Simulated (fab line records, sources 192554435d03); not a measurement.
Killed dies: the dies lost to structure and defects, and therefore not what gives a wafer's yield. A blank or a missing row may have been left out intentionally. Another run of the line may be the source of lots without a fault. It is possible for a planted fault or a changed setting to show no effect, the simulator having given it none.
Comparing a struck lot with a sound one ; flow n5-finfet ; 15 steps out of a route of 1938
Sound: the wafers L626.1, L626.2, L626.5. Struck: wafers L644.2, L644.6. (L644.3 of the same lot was not struck and is left out.) The cause comes at the end.
Order at every step that has rows: each side's tool, ch and its chambers, its first start. Under that, the readings that differ: sound wafers ; struck wafers ; difference of the means ; sigmas: that difference in standard deviations of wafers without a fault.
alike: same words and numbers on both sides, and readings whose means sit less than 2 such deviations apart. not compared: any withheld reading, any reading some wafer has no value for, any bound like >300 that may hide the same value, and any number with overlapping values for which the record gives no deviation.
Wherever a step has rows on one side only, a row that says differs or no value, or a row with sigmas, the two part there. When numbers do not overlap yet have no deviation, they are printed without sigmas and do not part them. A reading missing from all wafers of one side parts the sides only when that side holds two or more wafers.

first, 3 steps without rows for these wafers: N5_MOL_CONTACT_COAG_CONTACT_ETCH_14 (etches SiO2 in C4F6/O2, target depth 27.5 nm, overetch 8.5 nm, time 20 s); N5_MOL_CONTACT_COAG_STRIP_109 (strips in C4F6/O2); N5_MOL_CONTACT_COAG_ETCH_15 (etches SiNx in CH3F/O2, stops on Si:P, target depth 7 nm).
N5_MOL_CONTACT_COAG_ETCH_110: etches Si in CF4/O2, target depth 2.5 nm, time 8 s.
  sound on rie-diel-04 ch 0,1,3, day 5 11:08; struck on rie-diel-01 ch 0,3, day 9 20:29
  alike: chamber-pressure-mTorr, drypump-motor-current-A, oes-product-au, rf-vpp-V, showerhead-plenum-p-Torr, throttle-valve-pct
  not compared: rf-hours-counter-h
N5_MOL_CONTACT_COAG_STRIP_98: strips in N2/H2.
  sound on rie-diel-04 ch 0,1,3, day 5 11:11; struck on rie-diel-01 ch 0,3, day 9 20:31
  alike: chamber-pressure-mTorr, drypump-motor-current-A, h2-flow-sccm, n2-flow-sccm, oes-product-au, rf-vpp-V, showerhead-plenum-p-Torr, throttle-valve-pct
  not compared: rf-hours-counter-h
N5_MOL_CONTACT_COAG_CD_MEAS_99: target cd 17.2 nm.
  struck on cd-sem-03, day 9 20:36; sound on cd-sem-01, day 5 11:16
  alike: cd-nm
then, 2 steps without rows for these wafers: N5_MOL_CONTACT_COAG_IMPLANT_129; N5_MOL_CONTACT_COAG_PRECLEAN_111 (cleans in NF3:NH3, afs cycles 1, time 20 s, sublimation time 60 s).
N5_MOL_CONTACT_COAG_TI_SIL_19: material Ti, target thk 4.2 nm, time 15 s.
  struck on pvd-sputter-03, day 9 21:16; sound on pvd-sputter-02, day 5 12:06
  alike: throttle-valve-pct
then, 1 step without rows for these wafers: N5_MOL_CONTACT_COAG_ALD_20 (deposits TiN, target thk 1.5 nm, pulse time 1 s, purge time 3 s).
N5_MOL_CONTACT_COAG_SIL_ANNEAL_21: time 60 s.
  sound on rtp-anneal-02 ch 0, day 5 12:36; struck on rtp-anneal-02 ch 0, day 9 21:47
  alike: lamp-power-pct, lamp_zone_2_pct, lamp_zone_7_pct, wafer_temp_C_max
then, 1 step without rows for these wafers: N5_MOL_CONTACT_COAG_PRE_CLEAN_141 (time 60 s).
N5_MOL_CONTACT_COAG_SPUTTER_143: material Co, target thk 2.5 nm.
  struck on pvd-sputter-03, day 9 22:46; sound on pvd-sputter-02, day 5 13:47
reading;sound;struck;difference;sigmas
model.Co_of_MOL_CONTACT_COAG_SPUTTER_143.thk-nm (nm);2.6 2.6 2.6;4 4.2;+1;
  alike: throttle-valve-pct
N5_MOL_CONTACT_COAG_CO_FILL_22: material Co, precursor CCTBA/H2, target thk 20 nm.
  sound on cvd-co-01 ch 0,1,2, day 5 13:55; struck on cvd-co-01 ch 1,2, day 9 22:53
  alike: heater-power-w
  not compared: since-wet-clean-h
-- a jump in the record: the struck wafers' starts before and after are 3 days apart (it breaks off in module MOL_CONTACT_COAG and resumes in module BEOL_M4, where the first step shown is number 1111 of the route) --
N5_BEOL_M4_RC_MEAS_101:
  sound on prober-02 ch 0, day 9 02:06; struck on prober-02 ch 0, day 13 02:19
reading;sound;struck;difference;sigmas
IOFF_P (nA/um);0.14 0.15 0.14;0.23 0.27;+0.11;+3
ION_N (uA/um);668 665 657;689 702;+32;+2
ION_P (uA/um);453 455 457;476 480;+23;+2
VT_P (mV);-257 -255 -258;-248 -244;+11;+3
  alike: DIBL_N, DIBL_P, IOFF_N, SS_N, SS_P, VT_N

== WHERE THEY PART ==
Within this record, at N5_BEOL_M4_RC_MEAS_101 only.

WHY: what had been put in by the simulator
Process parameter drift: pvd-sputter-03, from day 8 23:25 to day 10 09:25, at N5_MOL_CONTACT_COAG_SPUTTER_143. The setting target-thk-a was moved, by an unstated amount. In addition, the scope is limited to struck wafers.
